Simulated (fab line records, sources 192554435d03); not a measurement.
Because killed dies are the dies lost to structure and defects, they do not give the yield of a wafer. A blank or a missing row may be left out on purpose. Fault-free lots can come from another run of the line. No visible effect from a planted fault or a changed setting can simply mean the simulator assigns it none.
fab line records ; flow n5_finfet
[record] lots = 4; wafers = 11; last_day = 17
route steps=1938 shown BEOL_M13@1704 BEOL_M14@1716
lots that met no fault: taken from a fault-free run of the same line
start_h: start of the lot's first displayed wafer, in hours after the record's first day ; wait_h: hours elapsed since this lot's preceding step ; " repeats the value in the row above ; L1.1+2: several wafers, shown together as one row ; - either no value or no given start ; * or withheld: withheld ; < > ~ a bound
route shown NAME@n: NAME is a module with steps in the file, n the number in the route of the first one ; usual: the fault-free wafers' mean and standard deviation ; same: alike in all rows ; chamber/n: place in a boat ; sites: the reading at each site ; _std_site: how widely they spread, as a standard deviation ; _edge_site: mean of outer sites minus mean of inner sites ; radius_mm: for every site, how far away it sits from the centre of the wafer ; mask NAME#n: copy n ; behind: the last tool/chamber to shape the wafer ; hold: reason for holding the lot/hours on hold/outcome of the hold ; device: whichever transistor did not switch (one of n, p or np) ; end of line: the tests these same wafers got at the end of their route ; a step with no rows: only its recipe ; killed: the dies lost at the first sort to structure and to defects; this is not the yield of the wafer ; map: dies across one wafer; x = killed, . = not, _ = none there
set.NAME: the setting as run; set.NAME@STEP: as run at that earlier step ; model.NAME: the simulator's own value behind a step, which no gauge read
a table for each step, a row for each wafer; lots at some steps of the route
services: from which hour (start_h, from the record's first day; less than 0 if before it) a tool's chamber was out of use, for how many hours, and why
[[steps]]
[step N5_BEOL_M13_PRE_CLEAN_42]
[recipe] gas = H2/He; time_s = 30; temp_c = 250
[step N5_BEOL_M13_SPUTTER_43]
[recipe] material = TaN; target_thk_a = 150; temp_c = 50; bias_v = 168.6; power_w = 15000; chamber_pressure_pa = 0.12; time_s = 24.19
[step N5_BEOL_M13_SPUTTER_44]
[recipe] material = Ta; target_thk_a = 100; temp_c = 50; bias_v = 80; power_w = 15000; chamber_pressure_pa = 0.07; time_s = 16.13
[step N5_BEOL_M13_SPUTTER_45]
[recipe] material = Cu; target_thk_a = 800; temp_c = -20; bias_v = 60; power_w = 26000; chamber_pressure_pa = 0.13; time_s = 13.33
[step N5_BEOL_M13_ECD_47]
[recipe] material = Cu; target_thk_a = 9360
[step N5_BEOL_M13_ANNEAL_48]
[recipe] temp_c = 225; time_s = 90; ambient = N2
[step N5_BEOL_M13_CMP_49]
[recipe] stop_on = SiOC; t_overpolish_s = 17.1; down_force_psi = 1; platen_rpm = 50; clearing_platen_down_force_psi = 1.5; clearing_platen_rpm = 50; post_cmp_clean = cu_alkaline; target_thk_nm = 420; clearing_platen_pad_velocity_m_s = 0.99484; pad_velocity_m_s = 0.99484
[step N5_BEOL_M13_PRE_CLEAN_52]
[recipe] gas = NH3; time_s = 15; temp_c = withheld; rf_power_w = 300
[step N5_BEOL_M13_DEP_53]
[recipe] material = SiCN; target_thk_a = 500; temp_c = withheld; precursor = 3MS/NH3; pressure_torr = 3; rf_w = 675; time_s = 17.8
[step N5_BEOL_M14_ILD_DEP_00]
[recipe] material = SiO2; target_thk_a = 11193; temp_c = 400; precursor = TEOS/O2; pressure_torr = 6.5; rf_w = 900; teos_flow_sccm = 161.4; gas = O2; flow_sccm = 2650; time_s = 237.4
[usual] heater_power_w = 567/120; run_length_s = 280.3/0.77; showerhead_plenum_p_Torr = 8.35/0.037; throttle_valve_pct = 18.5/0.53
lot.wafer;tool;chamber;start_h;wait_h;heater_power_w;run_length_s;showerhead_plenum_p_Torr;throttle_valve_pct;model.SiO2_of_BEOL_M14_ILD_DEP_00.thk_nm
L135.2;pecvd-04;2;301.73;0.0;517;280.5;8.35;18.0;1114
L135.4;pecvd-04;2;301.73;0.0;582;280.0;8.36;18.3;1127
L135.5;pecvd-04;0;301.73;0.0;816;280.6;8.41;19.0;1149
L137.1;pecvd-04;2;334.00;0.0;593;280.3;8.36;18.4;1135
L137.2;pecvd-04;1;334.00;0.0;684;281.8;8.28;17.7;1121
L137.4;pecvd-04;0;334.00;0.0;789;315.7;8.38;19.5;1315
L139.1;pecvd-04;1;341.38;0.0;624;280.9;8.28;17.7;1134
L139.4;pecvd-04;0;341.38;0.0;836;315.3;8.39;19.0;1316
L139.6;pecvd-04;2;341.38;0.0;457;280.0;8.37;18.7;1136
L148.3;pecvd-02;0;380.49;0.0;407;279.7;8.35;18.3;1122
L148.6;pecvd-02;2;380.49;0.0;531;281.6;8.37;18.3;1125
[step N5_BEOL_M14_THK_MEAS_01]
[recipe] reads = SiO2_of_BEOL_M14_ILD_DEP_00
[usual] M14_ILD_THK = 1122/14
lot.wafer;tool;chamber;start_h;wait_h;M14_ILD_THK[nm]
L135.2;film_metro-02;-;301.92;0.1;1114
L135.4;film_metro-02;-;301.92;0.1;1128
L135.5;film_metro-02;-;301.92;0.1;1149
L137.1;film_metro-02;-;334.19;0.1;1135
L137.2;film_metro-02;-;334.19;0.1;1121
L137.4;film_metro-02;-;334.19;0.1;1315
L139.1;film_metro-02;-;341.57;0.1;1133
L139.4;film_metro-02;-;341.57;0.1;1316
L139.6;film_metro-02;-;341.57;0.1;1135
L148.3;film_metro-02;-;380.68;0.1;1122
L148.6;film_metro-02;-;380.68;0.1;1125
[step N5_BEOL_M14_COAT_58]
[recipe] resist = BARC; temp_c = 205; time_s = 60; spin_rpm = 1500; resist_thk_nm = 89
[step N5_BEOL_M14_COAT_04]
[recipe] spin_rpm = 1704; resist_thk_nm = 800
[step N5_BEOL_M14_EBR_06]
[recipe] solvent = PGMEA; ebr_width_mm = 1.5
[step N5_BEOL_M14_SOFTBAKE_05]
[recipe] temp_c = 130; time_s = 60
[step N5_BEOL_M14_EXPOSE_07]
[recipe] mask_id = V13; na = 0.8; source_shape = annular; sigma_inner = 0.5; sigma_outer = 0.8; polarization = unpolarized; attpsm_phase_deg = 180; dose_mj = 57
[step N5_BEOL_M14_PEB_08]
[recipe] peb_temp_c = 130; peb_time_s = 90
[step N5_BEOL_M14_DEVELOP_09]
[recipe] develop_time_s = 45; rinse_liquid = diw; dry = air_spin; dev_temp_c = 21
[step N5_BEOL_M14_HARDBAKE_14]
[recipe] temp_c = 130; time_s = 120
[step N5_BEOL_M14_DESCUM_15]
[recipe] chemistry = O2; time_s = 7.9; source_power_w = 50; bias_power_w = 20; pressure_mtorr = 20; rf_frequency_hz = 2.712e+07; temp_c = 40; o2_flow_sccm = 225
[step N5_BEOL_M14_ETCH_59]
[recipe] chemistry = N2/H2; target = BARC; target_depth_a = 890; overetch_a = 267; time_s = 67.9; ion_energy_ev = 200; pressure_mtorr = 30; source_w = 840; bias_w = 150; n2_flow_sccm = 200; h2_flow_sccm = 200
[step N5_BEOL_M14_VIA_ETCH_16]
[recipe] chemistry = C4F8/O2/Ar; target = SiO2; he_inner_torr = 15; he_outer_torr = 30; target_depth_a = 12313; time_s = withheld; ion_energy_ev = 800; pressure_mtorr = 20; source_w = 1905; bias_w = 2040; Ar_flow_sccm = 400; C4F8_flow_sccm = 16; O2_flow_sccm = 12; ends = cleared
[usual] C4F8_flow_sccm = 16.00/0.047; drypump_motor_current_A = 5.7/0.42; oes_o_777_au = 0.83/0.076; oes_product_au = 0.74/0.066; rf_vpp_V = 2226/45; showerhead_plenum_p_Torr = 3.40/0.11; throttle_valve_pct = 30.9/0.3
lot.wafer;tool;chamber;start_h;wait_h;C4F8_flow_sccm;drypump_motor_current_A;oes_o_777_au;oes_product_au;rf_vpp_V;showerhead_plenum_p_Torr;throttle_valve_pct;model.etch.depth_nm;model.coat_of_BEOL_M14_COAT_04.thk_nm
L135.2;rie_diel-03;1;302.53;0.0;16.12;5.9;0.88;0.77;2236;3.46;30.2;1114;454
L135.4;rie_diel-03;0;302.53;0.0;15.93;5.2;0.68;0.61;2244;3.28;30.9;1127;455
L135.5;rie_diel-03;1;302.53;0.0;16.00;5.9;0.88;0.77;2234;3.46;30.2;1149;447
L137.1;rie_diel-06;2;334.67;0.0;15.97;4.9;0.84;0.76;2288;3.45;31.1;1135;444.6
L137.2;rie_diel-06;3;334.67;0.0;15.98;6.0;0.91;0.81;2209;3.36;30.8;1121;449.8
L137.4;rie_diel-06;1;334.67;0.0;16.09;5.8;0.93;0.82;2244;3.36;30.8;1315;404.6
L139.1;rie_diel-01;2;342.05;0.0;16.01;5.8;0.81;0.73;2215;3.34;31.1;1134;447.6
L139.4;rie_diel-01;1;342.05;0.0;15.94;6.3;0.86;0.75;2169;3.35;30.8;1316;411
L139.6;rie_diel-01;3;342.05;0.0;16.04;6.1;0.80;0.70;2198;3.32;30.6;1136;447.4
L148.3;rie_diel-01;3;381.28;0.0;16.02;6.1;0.78;0.70;2196;3.31;30.6;1122;449.4
L148.6;rie_diel-01;2;381.28;0.0;16.03;5.8;0.80;0.71;2214;3.34;31.1;1125;448.8
[step N5_BEOL_M14_STRIP_63]
[recipe] chemistry = O2; power_w = 600; temp_c = 60; pressure_mtorr = 30; rf_frequency_hz = 6e+07; bias_power_w = 0; overash_fraction = 0.3; o2_flow_sccm = 225
[step N5_BEOL_M14_STRIP_64]
[recipe] chemistry = O2; power_w = 600; temp_c = 60; pressure_mtorr = 30; rf_frequency_hz = 6e+07; bias_power_w = 0; overash_fraction = 0.3; o2_flow_sccm = 225
[step N5_BEOL_M14_STRIP_71]
[recipe] chemistry = post_etch_residue_remover; time_s = 60; temp_c = 25; remover_ph = withheld; remover_water_wt_pct = withheld; remover_fluoride_wt_pct = withheld
[step N5_BEOL_M14_SRD_72]
[recipe] time_s = 30; temp_c = 23; rinse_liquid = diw; dry = n2_spin; spin_rpm = 1500; dry_time_s = 30
[step N5_BEOL_M14_COAT_65]
[recipe] resist = SOC; temp_c = 250; time_s = 60; spin_rpm = 1500; resist_thk_nm = 450
[step N5_BEOL_M14_COAT_66]
[recipe] resist = SiARC; temp_c = 220; time_s = 60; spin_rpm = 1500; resist_thk_nm = 110
[step N5_BEOL_M14_COAT_22]
[recipe] spin_rpm = 2888; resist_thk_nm = 300
[step N5_BEOL_M14_EBR_24]
[recipe] solvent = PGMEA; ebr_width_mm = 1.5
[step N5_BEOL_M14_SOFTBAKE_23]
[recipe] temp_c = 130; time_s = 60
[step N5_BEOL_M14_EXPOSE_25]
[recipe] mask_id = M14; na = 0.8; source_shape = annular; sigma_inner = 0.5; sigma_outer = 0.8; polarization = unpolarized; target_cd_nm = 280; dose_mj = 26.6
[step N5_BEOL_M14_PEB_26]
[recipe] peb_temp_c = 130; peb_time_s = 90
[step N5_BEOL_M14_DEVELOP_27]
[recipe] develop_time_s = 45; rinse_liquid = diw; dry = air_spin; dev_temp_c = 21
[step N5_BEOL_M14_HARDBAKE_32]
[recipe] temp_c = 130; time_s = 120
[step N5_BEOL_M14_CMP_49]
[recipe] stop_on = SiO2; t_overpolish_s = 5.2; down_force_psi = 2; platen_rpm = 80; clearing_platen_down_force_psi = 2; clearing_platen_rpm = 80; post_cmp_clean = cu_alkaline; target_thk_nm = 560; clearing_platen_pad_velocity_m_s = 1.5917; pad_velocity_m_s = 1.5917
[usual] clearing_platen_down_force_psi = 2.000/0.004; motor_current_A = 8.0/0.8
lot.wafer;tool;chamber;start_h;wait_h;clearing_platen_down_force_psi;motor_current_A;model.SiO2_of_BEOL_M14_ILD_DEP_00.thk_nm
L135.2;cmp-01;0;312.51;0.2;1.999;8.8;1033
L135.4;cmp-01;2;312.51;0.2;2.002;7.2;1044
L135.5;cmp-01;0;312.51;0.2;2.003;8.6;1066
L137.4;cmp-02;2;341.46;0.1;2.002;8.8;1235
L137.1;cmp-02;0;341.46;0.1;2.000;8.5;1056
L137.2;cmp-02;1;341.46;0.1;1.992;7.5;1041
L139.1;cmp-04;3;345.40;0.3;1.998;9.5;1053
L139.4;cmp-04;0;345.40;0.3;2.005;6.7;1237
L139.6;cmp-04;3;345.40;0.3;2.004;10.0;1056
L148.3;cmp-01;1;385.08;0.3;2.000;8.6;1044
L148.6;cmp-01;2;385.08;0.3;1.998;7.5;1048
[[services]]
tool;chamber;start_h;hours;kind
cmp-01;-;281.06;-;consumable_replace:conditioner
cmp-01;-;281.06;-;consumable_replace:pad
rie_diel-06;1;282.21;-;clean
rie_diel-06;1;282.21;-;consumable_replace:focus_ring
rie_diel-06;1;282.21;13.8;scheduled_down
rie_diel-06;1;282.21;13.8;vent_cycle
pecvd-02;1;295.80;5.9;repair
rie_diel-01;2;306.55;1.8;repair
pecvd-04;0;308.86;2.1;scheduled_down
rie_diel-01;-;317.64;2.8;pm
cmp-02;-;338.94;2.4;repair
cmp-02;-;346.39;0.6;repair
cmp-02;-;355.98;1.0;repair
pecvd-04;-;357.00;0.6;repair
cmp-04;-;357.06;31.8;repair
cmp-01;-;358.42;3.8;repair
rie_diel-03;0;361.23;-;clean
rie_diel-03;0;361.23;-;consumable_replace:focus_ring
rie_diel-03;0;361.23;-;consumable_replace:showerhead
rie_diel-03;0;361.23;14.1;scheduled_down
rie_diel-03;0;361.23;14.1;vent_cycle
rie_diel-01;-;365.55;15.6;pm
[[key]]
[first_sign] step = N5_BEOL_M14_ILD_DEP_00; reading = run_length_s; direction = up; sigmas = 46; usual = *; struck = *
[effect] step = N5_BEOL_M14_THK_MEAS_01; reading = M14_ILD_THK; direction = up; sigmas = 13; usual = 1122; struck = 1315
[model_effect] step = N5_BEOL_M14_ILD_DEP_00; value = SiO2_of_BEOL_M14_ILD_DEP_00.thk_nm; without = 1150; struck = 1315
[model_effect] step = N5_BEOL_M14_VIA_ETCH_16; value = etch.depth_nm; without = 1150; struck = 1315
[model_effect] step = N5_BEOL_M14_CMP_49; value = SiO2_of_BEOL_M14_ILD_DEP_00.thk_nm; without = 1071; struck = 1236
met_at N5_BEOL_M14_ILD_DEP_00
struck_wafers L137.4,L139.4
onset_between 301.73 334.00
[fault] kind = process_parameter_drift; tool = pecvd-04; chamber = -; onset_h = 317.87; steps = N5_BEOL_M14_ILD_DEP_00; channel = time_s; offset = *; shape = step; end_h = 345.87; scope = struck_wafers_only; acts_in = *; stated = *
